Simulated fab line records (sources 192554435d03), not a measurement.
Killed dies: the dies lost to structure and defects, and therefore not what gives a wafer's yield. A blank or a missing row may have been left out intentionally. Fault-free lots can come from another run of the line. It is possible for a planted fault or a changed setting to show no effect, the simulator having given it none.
2 desks, one fault	flow n5_finfet	each desk has only its own numbers; what lay behind them comes last

METROLOGY DESK
What the gauges read, lot by lot, whatever tool the lot ran on: means of the sampled wafers that have a number. If a lot's mean is further than 4 standard deviations from the usual mean, the lot is out of limits and carries the mark OUT (the distance appears in the brackets).
Columns: A = FIN_CORE_OVL at N5_FIN_SAQP_OVL_MEAS_17, usual 0.4 nm
lot	first seen here	A
L762	day 1 22:30	-0.5
L763	day 2 04:20	0.3
L764	day 2 11:07	0.1
L765	day 2 17:20	-0.3
L766	day 3 00:38	0.7
L768	day 3 10:26	0.3
L771	day 4 06:11	-0.2
L776	day 5 09:21	0.4
L782	day 6 21:36	1.4
L783	day 7 03:40	0.6
L784	day 7 10:10	0.2
L785	day 7 16:47	0.7
This desk's finding: nothing out of limits on any of the 12 lots.

TOOL OWNER'S DESK, ald_sin-04
The tool's own readings at N5_FIN_SAQP_ALD_61 (deposits SiO2, target thk 4 nm, pulse time 1 s, purge time 2 s): means of the sampled wafers that have a number, for each lot that ran on this tool. If a lot's mean is further than 4 standard deviations from the usual mean, the lot is out of limits and carries the mark OUT (the distance appears in the brackets).
Columns: A = heater_power_w at N5_FIN_SAQP_ALD_61, usual 463 W; B = precursor_pulse_height_rel at N5_FIN_SAQP_ALD_61, usual 1.001
lot	first seen here	A	B
L764	day 2 09:49	434	1.002
L765	day 2 15:49	436	1.020
L768	day 3 09:02	462	0.990
L771	day 4 04:52	448	0.996
This desk's finding: nothing out of limits on any of the 4 lots.

PUT TOGETHER
At the metrology desk, nothing out of limits was observed.
The tool owner's desk saw nothing out of limits.

WHAT WAS PUT IN BY THE SIMULATOR
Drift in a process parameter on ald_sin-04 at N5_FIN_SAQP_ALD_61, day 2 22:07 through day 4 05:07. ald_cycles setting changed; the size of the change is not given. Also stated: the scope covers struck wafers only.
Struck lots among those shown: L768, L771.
